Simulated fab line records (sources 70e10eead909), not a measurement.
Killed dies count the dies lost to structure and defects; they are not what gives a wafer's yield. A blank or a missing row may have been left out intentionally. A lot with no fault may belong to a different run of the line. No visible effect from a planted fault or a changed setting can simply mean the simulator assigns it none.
The tool behind it: which one? / flow nandHarc / 13 lots, 39 wafers sampled, at 5 steps of a route of 1159

WHAT EACH GAUGE READ, for each wafer
NHARC_P_STI_CD_MEAS_09 targets a cd of 200 nm.
lot=L400; measured=day 2 10:53; on=cdSem-01; cdNm (nm)=202.0 197.8 196.7
lot=L401; measured=day 2 19:13; on=cdSem-03; cdNm (nm)=198.2 199.8 197.9
lot=L402; measured=day 3 01:30; on=cdSem-03; cdNm (nm)=201.8 200.0 200.3
lot=L403; measured=day 3 09:13; on=cdSem-03; cdNm (nm)=200.8 200.6 203.2
lot=L404; measured=day 3 09:04; on=cdSem-03; cdNm (nm)=197.8 200.8 199.9
lot=L405; measured=day 3 20:50; on=cdSem-03; cdNm (nm)=200.1 199.2 197.4
lot=L407; measured=day 4 12:24; on=cdSem-01; cdNm (nm)=202.2 197.4 199.6
lot=L416; measured=day 6 10:05; on=cdSem-01; cdNm (nm)=203.3 202.6 205.1
lot=L419; measured=day 7 05:31; on=cdSem-01; cdNm (nm)=195.0 205.1 202.7
lot=L420; measured=day 7 11:19; on=cdSem-02; cdNm (nm)=198.4 196.6 201.5
lot=L421; measured=day 7 19:17; on=cdSem-03; cdNm (nm)=203.1 198.3 203.0
lot=L422; measured=day 7 22:44; on=cdSem-03; cdNm (nm)=201.7 198.7 204.8
lot=L423; measured=day 8 04:41; on=cdSem-02; cdNm (nm)=200.1 194.9 200.2

NHARC_END_SORT_01.
lot=L405; measured=day 20 11:01; on=prober-01; killedAtArray=20 12 24; killedAtOther=0 0 0; killedAtPeriphery=657 665 653; killedDies=677 677 677; killedOpen=3 4 3; killedShort=3 2 1
lot=L407; measured=day 21 04:19; on=prober-02; killedAtArray=29 30 24; killedAtOther=2 0 0; killedAtPeriphery=646 647 653; killedDies=677 677 677; killedOpen=4 5 2; killedShort=1 4 2

WHAT TOOL EACH LOT RAN ON (gives the tool, then ch and the chambers of the sampled wafers, and finally the start)
lot=L400; NHARC_P_ZERO_WELL_ETCH_63=rieSi-03 ch 0,1,2, day 1 13:40; NHARC_P_STI_HM_DEP_30=lpcvd-02 ch 1, day 2 06:53; NHARC_P_STI_ETCH_15=rieSi-05 ch 0,1,3, day 2 11:26
lot=L401; NHARC_P_ZERO_WELL_ETCH_63=rieSi-04 ch 2,3, day 1 19:34; NHARC_P_STI_HM_DEP_30=lpcvd-02 ch 0, day 2 15:10; NHARC_P_STI_ETCH_15=rieSi-02 ch 0,2,3, day 2 19:53
lot=L402; NHARC_P_ZERO_WELL_ETCH_63=rieSi-04 ch 0,1, day 2 02:20; NHARC_P_STI_HM_DEP_30=lpcvd-02 ch 0, day 2 21:35; NHARC_P_STI_ETCH_15=rieSi-02 ch 0,1, day 3 02:03
lot=L403; NHARC_P_ZERO_WELL_ETCH_63=rieSi-04 ch 0,1,2, day 2 08:04; NHARC_P_STI_HM_DEP_30=lpcvd-01 ch 0, day 3 05:04; NHARC_P_STI_ETCH_15=rieSi-05 ch 0,2,3, day 3 09:46
lot=L404; NHARC_P_ZERO_WELL_ETCH_63=rieSi-03 ch 0,1,3, day 2 13:43; NHARC_P_STI_HM_DEP_30=lpcvd-01 ch 1, day 3 05:04; NHARC_P_STI_ETCH_15=rieSi-06 ch 1,2,3, day 3 09:38
lot=L405; NHARC_P_ZERO_WELL_ETCH_63=rieSi-04 ch 0,1,3, day 2 19:34; NHARC_P_STI_HM_DEP_30=lpcvd-01 ch 0, day 3 12:49; NHARC_P_STI_ETCH_15=rieSi-02 ch 0,2,3, day 3 21:53
lot=L407; NHARC_P_ZERO_WELL_ETCH_63=rieSi-01 ch 0,2, day 3 07:42; NHARC_P_STI_HM_DEP_30=lpcvd-02 ch 1, day 4 04:15; NHARC_P_STI_ETCH_15=rieSi-05 ch 1,2,3, day 4 12:58
lot=L416; NHARC_P_ZERO_WELL_ETCH_63=rieSi-03 ch 1,2,3, day 5 13:44; NHARC_P_STI_HM_DEP_30=lpcvd-01 ch 1, day 6 05:49; NHARC_P_STI_ETCH_15=rieSi-02 ch 1,3, day 6 10:38
lot=L419; NHARC_P_ZERO_WELL_ETCH_63=rieSi-03 ch 0,1,2, day 6 07:34; NHARC_P_STI_HM_DEP_30=lpcvd-02 ch 0, day 7 01:28; NHARC_P_STI_ETCH_15=rieSi-06 ch 0,1,3, day 7 06:04
lot=L420; NHARC_P_ZERO_WELL_ETCH_63=rieSi-04 ch 0,1,3, day 6 13:33; NHARC_P_STI_HM_DEP_30=lpcvd-02 ch 0, day 7 07:14; NHARC_P_STI_ETCH_15=rieSi-05 ch 0,1,3, day 7 11:52
lot=L421; NHARC_P_ZERO_WELL_ETCH_63=rieSi-03 ch 2,3, day 6 19:32; NHARC_P_STI_HM_DEP_30=lpcvd-01 ch 1, day 7 13:26; NHARC_P_STI_ETCH_15=rieSi-05 ch 0,2,3, day 7 19:51
lot=L422; NHARC_P_ZERO_WELL_ETCH_63=rieSi-04 ch 0,2,3, day 7 01:41; NHARC_P_STI_HM_DEP_30=lpcvd-02 ch 1, day 7 18:43; NHARC_P_STI_ETCH_15=rieSi-05 ch 0,1,2, day 7 23:17
lot=L423; NHARC_P_ZERO_WELL_ETCH_63=rieSi-04 ch 0,1,3, day 7 07:32; NHARC_P_STI_HM_DEP_30=lpcvd-02 ch 1, day 8 00:37; NHARC_P_STI_ETCH_15=rieSi-02 ch 0,2,3, day 8 05:13
- NHARC_P_ZERO_WELL_ETCH_63: etches the open film in HBr/Cl2, target depth 120 nm, time 40.1 s.
- NHARC_P_STI_HM_DEP_30: deposits Si3N4, target thk 80 nm, time 873 s.
- NHARC_P_STI_ETCH_15: etches the open film in HBr/Cl2, target depth 300 nm, time 100.1 s.

AS READ BY THE TOOLS THEMSELVES (means over the sampled wafers that have a number; for cases with no such wafer, the mark the record gives instead)
NHARC_P_ZERO_WELL_ETCH_63.
lot=L400; tool=rieSi-03; drypumpMotorCurrentA (A)=5.6; oesProductAu (a.u.)=0.987; throttleValvePct (%)=26.407
lot=L401; tool=rieSi-04; drypumpMotorCurrentA (A)=5.4; oesProductAu (a.u.)=1.012; throttleValvePct (%)=26.403
lot=L402; tool=rieSi-04; drypumpMotorCurrentA (A)=5.6; oesProductAu (a.u.)=1.001; throttleValvePct (%)=26.414
lot=L403; tool=rieSi-04; drypumpMotorCurrentA (A)=5.5; oesProductAu (a.u.)=1.009; throttleValvePct (%)=26.413
lot=L404; tool=rieSi-03; drypumpMotorCurrentA (A)=5.4; oesProductAu (a.u.)=0.997; throttleValvePct (%)=26.407
lot=L405; tool=rieSi-04; drypumpMotorCurrentA (A)=5.8; oesProductAu (a.u.)=1.008; throttleValvePct (%)=26.398
lot=L407; tool=rieSi-01; drypumpMotorCurrentA (A)=6.3; oesProductAu (a.u.)=1.000; throttleValvePct (%)=26.404
lot=L416; tool=rieSi-03; drypumpMotorCurrentA (A)=5.6; oesProductAu (a.u.)=0.994; throttleValvePct (%)=26.399
lot=L419; tool=rieSi-03; drypumpMotorCurrentA (A)=5.6; oesProductAu (a.u.)=1.003; throttleValvePct (%)=26.405
lot=L420; tool=rieSi-04; drypumpMotorCurrentA (A)=5.8; oesProductAu (a.u.)=0.992; throttleValvePct (%)=26.410
lot=L421; tool=rieSi-03; drypumpMotorCurrentA (A)=6.1; oesProductAu (a.u.)=0.992; throttleValvePct (%)=26.397
lot=L422; tool=rieSi-04; drypumpMotorCurrentA (A)=5.5; oesProductAu (a.u.)=1.001; throttleValvePct (%)=26.406
lot=L423; tool=rieSi-04; drypumpMotorCurrentA (A)=5.8; oesProductAu (a.u.)=1.001; throttleValvePct (%)=26.406

NHARC_P_STI_HM_DEP_30.
lot=L400; tool=lpcvd-02; susceptorTempC (C)=789.74; zonePowerTopPct (%)=25.6
lot=L401; tool=lpcvd-02; susceptorTempC (C)=790.10; zonePowerTopPct (%)=27.5
lot=L402; tool=lpcvd-02; susceptorTempC (C)=790.05; zonePowerTopPct (%)=27.3
lot=L403; tool=lpcvd-01; susceptorTempC (C)=789.81; zonePowerTopPct (%)=28.8
lot=L404; tool=lpcvd-01; susceptorTempC (C)=790.17; zonePowerTopPct (%)=31.1
lot=L405; tool=lpcvd-01; susceptorTempC (C)=789.81; zonePowerTopPct (%)=28.8
lot=L407; tool=lpcvd-02; susceptorTempC (C)=789.92; zonePowerTopPct (%)=26.0
lot=L416; tool=lpcvd-01; susceptorTempC (C)=790.08; zonePowerTopPct (%)=31.2
lot=L419; tool=lpcvd-02; susceptorTempC (C)=789.93; zonePowerTopPct (%)=27.3
lot=L420; tool=lpcvd-02; susceptorTempC (C)=790.24; zonePowerTopPct (%)=27.2
lot=L421; tool=lpcvd-01; susceptorTempC (C)=789.98; zonePowerTopPct (%)=31.2
lot=L422; tool=lpcvd-02; susceptorTempC (C)=790.03; zonePowerTopPct (%)=26.0
lot=L423; tool=lpcvd-02; susceptorTempC (C)=790.10; zonePowerTopPct (%)=25.9

NHARC_P_STI_ETCH_15.
lot=L400; tool=rieSi-05; drypumpMotorCurrentA (A)=6.2; oesProductAu (a.u.)=1.006; throttleValvePct (%)=26.395
lot=L401; tool=rieSi-02; drypumpMotorCurrentA (A)=6.0; oesProductAu (a.u.)=1.004; throttleValvePct (%)=26.400
lot=L402; tool=rieSi-02; drypumpMotorCurrentA (A)=5.8; oesProductAu (a.u.)=0.998; throttleValvePct (%)=26.400
lot=L403; tool=rieSi-05; drypumpMotorCurrentA (A)=6.3; oesProductAu (a.u.)=0.990; throttleValvePct (%)=26.399
lot=L404; tool=rieSi-06; drypumpMotorCurrentA (A)=5.6; oesProductAu (a.u.)=1.007; throttleValvePct (%)=26.412
lot=L405; tool=rieSi-02; drypumpMotorCurrentA (A)=6.0; oesProductAu (a.u.)=0.995; throttleValvePct (%)=26.402
lot=L407; tool=rieSi-05; drypumpMotorCurrentA (A)=6.0; oesProductAu (a.u.)=1.003; throttleValvePct (%)=26.412
lot=L416; tool=rieSi-02; drypumpMotorCurrentA (A)=6.0; oesProductAu (a.u.)=1.007; throttleValvePct (%)=26.404
lot=L419; tool=rieSi-06; drypumpMotorCurrentA (A)=5.8; oesProductAu (a.u.)=1.005; throttleValvePct (%)=26.398
lot=L420; tool=rieSi-05; drypumpMotorCurrentA (A)=6.2; oesProductAu (a.u.)=0.999; throttleValvePct (%)=26.405
lot=L421; tool=rieSi-05; drypumpMotorCurrentA (A)=6.3; oesProductAu (a.u.)=1.001; throttleValvePct (%)=26.416
lot=L422; tool=rieSi-05; drypumpMotorCurrentA (A)=6.2; oesProductAu (a.u.)=0.988; throttleValvePct (%)=26.408
lot=L423; tool=rieSi-02; drypumpMotorCurrentA (A)=6.0; oesProductAu (a.u.)=0.994; throttleValvePct (%)=26.390

THE ANSWER, worked out from the rows above alone
Rule: the usual values come from the lots themselves. Put in order of their means at a reading, lots are off if they are a third of the lots or fewer, leave a main group of 4 or more, and stand apart from it by a gap of 3 or more times the standard deviation of the main group's means; of several such gaps the widest counts. The tables above print the reading to a certain number of digits; a main group whose means all agree to those digits is not used. Also off: a lot with no number at a reading for which 4 or more lots have one. Where the step has rows for the other lots, those lots are counted as sound. The gauges are gone through in route order, then the tools' own readings, and for those a lot's mean is taken as printed above. The first step at which some lot is off is used, and at that step the reading that is off furthest; a lot without a number counts as furthest.
Across all readings shown, no lot is off: no conclusion can be drawn from this.

WHAT THE SIMULATOR PUT IN
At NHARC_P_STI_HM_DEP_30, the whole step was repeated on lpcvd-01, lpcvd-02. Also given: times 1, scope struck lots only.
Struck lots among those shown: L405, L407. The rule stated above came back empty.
